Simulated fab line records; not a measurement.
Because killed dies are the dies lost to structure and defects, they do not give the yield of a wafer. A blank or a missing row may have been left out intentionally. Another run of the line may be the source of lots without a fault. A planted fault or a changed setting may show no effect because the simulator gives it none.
Which of the tools did it? + flow nand_harc + Sampling: 13 lots, 39 wafers, 4 of 1302 route steps

## WHAT THE GAUGES SHOWED, per wafer
The record lacks any reading of a measuring or inspecting step that a usual standard deviation could be used to judge.

## WHAT TOOL EACH LOT RAN ON (gives the tool, then ch and the chambers of the sampled wafers, and finally the start)
| lot  | NHARC_A_M1_CMP_23             | NHARC_A_M1_DEP_33               | NHARC_A_BONDPAD_ETCH_12            | NHARC_A_BONDPAD_ANNEAL_28        |
|------|-------------------------------|---------------------------------|------------------------------------|----------------------------------|
| L971 | cmp-04 ch 0,3, day 22 18:52   | pecvd-01 ch 0,2, day 22 19:29   | rie_diel-06 ch 0,2,3, day 22 21:41 | rtp_anneal-01 ch 0, day 22 23:14 |
| L972 | cmp-02 ch 1,2, day 23 10:32   | pecvd-03 ch 0,1,2, day 23 11:10 | rie_diel-06 ch 0,2, day 23 13:19   | rtp_anneal-01 ch 0, day 23 14:49 |
| L973 | cmp-04 ch 0,1, day 23 19:11   | pecvd-04 ch 0,2, day 23 19:52   | rie_diel-01 ch 1,2,3, day 23 21:52 | rtp_anneal-02 ch 0, day 23 23:25 |
| L975 | cmp-03 ch 0,1, day 24 11:20   | pecvd-01 ch 0,2, day 24 12:02   | rie_diel-12 ch 0,2, day 24 13:59   | rtp_anneal-01 ch 0, day 24 16:02 |
| L977 | cmp-03 ch 1,3, day 25 02:02   | pecvd-01 ch 0,1,2, day 25 02:40 | rie_diel-12 ch 2,3, day 25 04:50   | rtp_anneal-01 ch 0, day 25 06:26 |
| L976 | cmp-02 ch 0,1,3, day 25 14:03 | pecvd-01 ch 0,1, day 25 14:42   | rie_diel-06 ch 0,2, day 25 16:52   | rtp_anneal-02 ch 0, day 25 18:25 |
| L978 | cmp-02 ch 1,3, day 26 12:33   | pecvd-04 ch 0,1, day 26 13:08   | rie_diel-01 ch 0,1, day 26 15:22   | rtp_anneal-02 ch 0, day 26 16:53 |
| L980 | cmp-03 ch 0,2,3, day 27 00:14 | pecvd-03 ch 0,1, day 27 00:49   | rie_diel-06 ch 0,2, day 27 03:09   | rtp_anneal-01 ch 0, day 27 04:49 |
| L982 | cmp-03 ch 1,2, day 27 17:18   | pecvd-01 ch 1,2, day 27 17:56   | rie_diel-06 ch 1,2,3, day 27 20:14 | rtp_anneal-02 ch 0, day 27 21:48 |
| L983 | cmp-04 ch 0,2, day 27 23:43   | pecvd-03 ch 0,2, day 28 00:26   | rie_diel-12 ch 1,2,3, day 28 02:38 | rtp_anneal-01 ch 0, day 28 04:14 |
| L985 | cmp-02 ch 0,1, day 28 15:36   | pecvd-03 ch 0,1,2, day 28 16:13 | rie_diel-12 ch 0,1,3, day 28 18:26 | rtp_anneal-01 ch 0, day 28 19:58 |
| L986 | cmp-02 ch 0,2,3, day 28 22:30 | pecvd-01 ch 0,2, day 28 23:08   | rie_diel-12 ch 0,1,2, day 29 01:13 | rtp_anneal-02 ch 0, day 29 03:00 |
| L993 | cmp-04 ch 2,3, day 32 10:28   | pecvd-04 ch 0,1,2, day 32 11:05 | rie_diel-06 ch 2,3, day 32 13:07   | rtp_anneal-02 ch 0, day 32 14:41 |
- NHARC_A_M1_CMP_23: polishes, t overpolish 20 s, target thk 154.34 nm.
- NHARC_A_M1_DEP_33: deposits SiCN, target thk 30 nm.
- NHARC_A_BONDPAD_ETCH_12: etches the open film in CHF3/O2, target depth 220 nm, time 110 s.
- NHARC_A_BONDPAD_ANNEAL_28: time 90 s.

## WHAT THE TOOLS THEMSELVES READ (means of the sampled wafers that have a number; where no wafer has one, the mark that the record gives instead)
NHARC_A_M1_CMP_23. Usual: motor_current_A 12.4 A, standard deviation 1.6; time_to_endpoint_s 30 s, standard deviation 3.4.
| lot  | tool   | motor_current_A (A) | time_to_endpoint_s (s) | flag |
|------|--------|---------------------|------------------------|------|
| L971 | cmp-04 | 13.0                | 31                     |      |
| L972 | cmp-02 | 14.1                | 26                     |      |
| L973 | cmp-04 | 13.9                | 31                     |      |
| L975 | cmp-03 | 11.5                | 27                     |      |
| L977 | cmp-03 | 11.6                | 26                     |      |
| L976 | cmp-02 | 13.4                | 28                     |      |
| L978 | cmp-02 | 13.5                | 28                     |      |
| L980 | cmp-03 | 10.5                | 31                     |      |
| L982 | cmp-03 | 11.1                | 29                     |      |
| L983 | cmp-04 | 12.6                | 35                     |      |
| L985 | cmp-02 | 13.7                | 33                     |      |
| L986 | cmp-02 | 13.0                | 29                     |      |
| L993 | cmp-04 | 11.1                | 30                     |      |

NHARC_A_M1_DEP_33. Usual: 591 W for heater_power_w, sd 93.
| lot  | tool     | heater_power_w (W) | flag |
|------|----------|--------------------|------|
| L971 | pecvd-01 | 585                |      |
| L972 | pecvd-03 | 555                |      |
| L973 | pecvd-04 | 590                |      |
| L975 | pecvd-01 | 540                |      |
| L977 | pecvd-01 | 642                |      |
| L976 | pecvd-01 | 551                |      |
| L978 | pecvd-04 | 615                |      |
| L980 | pecvd-03 | 630                |      |
| L982 | pecvd-01 | 645                |      |
| L983 | pecvd-03 | 548                |      |
| L985 | pecvd-03 | 632                |      |
| L986 | pecvd-01 | 572                |      |
| L993 | pecvd-04 | 549                |      |

NHARC_A_BONDPAD_ETCH_12. Usual: drypump_motor_current_A 5.5 A, standard deviation 0.35; oes_product_au 0.945 a.u., standard deviation 0.025; rf_vpp_V 370 V, standard deviation 3; showerhead_plenum_p_Torr 2.38 Torr, standard deviation 0.13; throttle_valve_pct 20.571 %, standard deviation 0.0091.
| lot  | tool        | drypump_motor_current_A (A) | oes_product_au (a.u.) | rf_vpp_V (V) | showerhead_plenum_p_Torr (Torr) | throttle_valve_pct (%) | flag |
|------|-------------|-----------------------------|-----------------------|--------------|---------------------------------|------------------------|------|
| L971 | rie_diel-06 | 5.6                         | 0.968                 | 370          | 2.35                            | 20.571                 |      |
| L972 | rie_diel-06 | 5.6                         | 0.974                 | 367          | 2.25                            | 20.584                 |      |
| L973 | rie_diel-01 | 5.4                         | 0.924                 | 368          | 2.28                            | 20.572                 |      |
| L975 | rie_diel-12 | 5.2                         | 0.927                 | 368          | 2.33                            | 20.567                 |      |
| L977 | rie_diel-12 | 5.5                         | 0.927                 | 369          | 2.33                            | 20.565                 |      |
| L976 | rie_diel-06 | 5.6                         | 0.920                 | 367          | 2.25                            | 20.571                 |      |
| L978 | rie_diel-01 | 5.8                         | 0.931                 | 371          | 2.40                            | 20.565                 |      |
| L980 | rie_diel-06 | 5.6                         | 0.925                 | 367          | 2.25                            | 20.571                 |      |
| L982 | rie_diel-06 | 5.4                         | 0.933                 | 370          | 2.39                            | 20.567                 |      |
| L983 | rie_diel-12 | 5.8                         | 0.970                 | 371          | 2.42                            | 20.574                 |      |
| L985 | rie_diel-12 | 5.8                         | 0.928                 | 373          | 2.50                            | 20.574                 |      |
| L986 | rie_diel-12 | 5.4                         | 0.883                 | 371          | 2.42                            | 20.576                 |      |
| L993 | rie_diel-06 | 5.6                         | 0.923                 | 369          | 2.35                            | 20.574                 |      |

NHARC_A_BONDPAD_ANNEAL_28. Usual: anneal_temp_c 225.01 C, standard deviation 0.2; wafer_temp_C_max 226.4, standard deviation 0.33.
| lot  | tool          | anneal_temp_c (C) | wafer_temp_C_max | flag |
|------|---------------|-------------------|------------------|------|
| L971 | rtp_anneal-01 | 224.71            | 226.8            |      |
| L972 | rtp_anneal-01 | 224.99            | 226.5            |      |
| L973 | rtp_anneal-02 | 225.16            | 226.1            |      |
| L975 | rtp_anneal-01 | 224.67            | 226.4            |      |
| L977 | rtp_anneal-01 | 225.19            | 226.3            |      |
| L976 | rtp_anneal-02 | 224.96            | 226.2            |      |
| L978 | rtp_anneal-02 | 225.29            | 226.5            |      |
| L980 | rtp_anneal-01 | 225.19            | 226.6            |      |
| L982 | rtp_anneal-02 | 224.85            | 226.1            |      |
| L983 | rtp_anneal-01 | 224.99            | 226.9            |      |
| L985 | rtp_anneal-01 | 224.97            | 226.8            |      |
| L986 | rtp_anneal-02 | 225.13            | 226.1            |      |
| L993 | rtp_anneal-02 | 225.13            | 226.2            |      |

## THE ANSWER, worked out from the rows above alone
Rule: lot off if the mean of its wafers having a number is beyond 3 standard deviations from the usual mean. A lot without any number at a reading at which 4 lots or more have one is off too. The other lots that the step has rows for count as sound. After the gauges, taken in route order, come the tools' own readings; for these a lot's mean is taken, as printed above. The first step at which some lot is off is used, and at that step the reading that is off furthest; a lot without a number counts as furthest.
Across all readings shown, no lot is off: no conclusion can be drawn from this.

## WHAT THE SIMULATOR HAD PUT IN
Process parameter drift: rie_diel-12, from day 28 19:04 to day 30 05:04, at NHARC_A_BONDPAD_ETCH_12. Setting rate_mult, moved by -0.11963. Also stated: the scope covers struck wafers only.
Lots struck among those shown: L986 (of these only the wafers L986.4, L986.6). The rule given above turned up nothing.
